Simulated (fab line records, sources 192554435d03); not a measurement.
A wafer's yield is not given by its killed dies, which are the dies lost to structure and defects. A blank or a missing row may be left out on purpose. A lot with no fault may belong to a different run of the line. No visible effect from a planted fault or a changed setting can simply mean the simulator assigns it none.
Lot-split experiment | flow n5_finfet | 21 wafers read across 7 lots, on a route 1938 steps long

## THE SPLIT ITSELF
At N5_SDB_ALD_29 (deposits SiNx, target thk 30 nm, pulse time 1 s, ald cycles 600), the setting ald_cycles was moved away from the recipe's 600 on 6 of the 21 wafers read, by -11.5% to +9.2%. All remaining wafers had this setting at the recipe value.

The reading comes from the split's own step.

## THE READING
SiNx_of_SDB_ALD_29.thk_nm (the simulator's own value, which no gauge read), in nm, at N5_SDB_ALD_29 (deposits SiNx, target thk 30 nm, pulse time 1 s, ald cycles 600). There is no usual value for it anywhere in the file. The 15 wafers here that ran the recipe average 30.0 nm, standard deviation 0.14 nm.

wafer  | tool, chamber at the split | ald_cycles as run | against the recipe | SiNx_of_SDB_ALD_29.thk_nm, nm | against lot-mates on the recipe
L075.3 | ald_sin-02, 3,0            | 600               | recipe             | 30                            | -
L075.4 | ald_sin-02, 3,0            | 600               | recipe             | 30                            | -
L075.5 | ald_sin-02, 1              | 600               | recipe             | 30.2                          | -
L077.1 | ald_sin-04, 0,1            | 551               | -8.2%              | 27.6                          | -2.4
L077.6 | ald_sin-04, 0,1            | 551               | -8.2%              | 27.6                          | -2.4
L077.3 | ald_sin-04, 2              | 600               | recipe             | 30                            | -
L084.2 | ald_sin-01, 1              | 600               | recipe             | 30.2                          | -
L084.6 | ald_sin-01, 1              | 600               | recipe             | 30.2                          | -
L084.5 | ald_sin-01, 0              | 600               | recipe             | 29.8                          | -
L086.1 | ald_sin-02, 3              | 600               | recipe             | 29.8                          | -
L086.4 | ald_sin-02, 1,2            | 655               | +9.2%              | 32.8                          | +3.0
L086.6 | ald_sin-02, 1,2            | 655               | +9.2%              | 32.8                          | +3.0
L087.3 | ald_sin-02, 3,1,3          | 600               | recipe             | 30                            | -
L087.4 | ald_sin-02, 3,1,3          | 600               | recipe             | 30                            | -
L087.6 | ald_sin-02, 3,1,3          | 600               | recipe             | 30                            | -
L091.1 | ald_sin-01, 3              | 600               | recipe             | 30                            | -
L091.3 | ald_sin-01, 2,0            | 531               | -11.5%             | 26.6                          | -3.4
L091.4 | ald_sin-01, 2,0            | 531               | -11.5%             | 26.6                          | -3.4
L097.4 | ald_sin-01, 3              | 600               | recipe             | 30                            | -
L097.5 | ald_sin-01, 0,1            | 600               | recipe             | 29.8                          | -
L097.6 | ald_sin-01, 0,1            | 600               | recipe             | 29.8                          | -
The file does not say which wafer passed through which chamber wherever a row lists several chambers: such a row stands for several wafers.

THE FIT
A straight line over all 21 wafers: SiNx_of_SDB_ALD_29.thk_nm changes by +0.298 nm for each +1% of ald_cycles; r = +1.00; the points scatter about the line by 0.12 nm.
The same after taking each lot's own level away (the mean of its wafers on the recipe; 21 wafers): +0.306 nm for each +1%; r = +1.00; scatter 0.12 nm.
On that fit, the largest move of ald_cycles shifts the reading by 3.5 nm.
Measured against the standard deviation above, the lots' own levels, which go from 29.80 to 30.07 nm, span 2.0 times it.
So the lot-to-lot level changes the slope little: the two slopes agree.
Check: with one of the wafers moved furthest among these (-11.5%) left out of the fit, the line predicts -3.51 nm for it against its lot-mates. Against them it came out at -3.4 nm.

## OTHER SPLITS ON THESE WAFERS
Other splits were also applied to these wafers ahead of the reading. Each is held against what the fit with the lots' levels taken away leaves over:
other split on the same wafers  | wafers away from the commonest value | r with SiNx_of_SDB_ALD_29.thk_nm (lot level and that fit taken away)
N5_DUMMY_GATE_EXPOSE_12 dose_mj | 6                                    | -0.34
N5_SD_EPI_N_EPI_21 time_s       | 5                                    | -0.21
N5_SD_EPI_P_COAT_34 temp_c      | 9                                    | -0.22
N5_SDB_CUT_ETCH_26 bias_w       | as run: not given for these wafers   | -

## FILE'S OWN FIT
SiNx_of_SDB_ALD_29.thk_nm changes by +0.305 nm for each +1% of ald_cycles, r = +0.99.
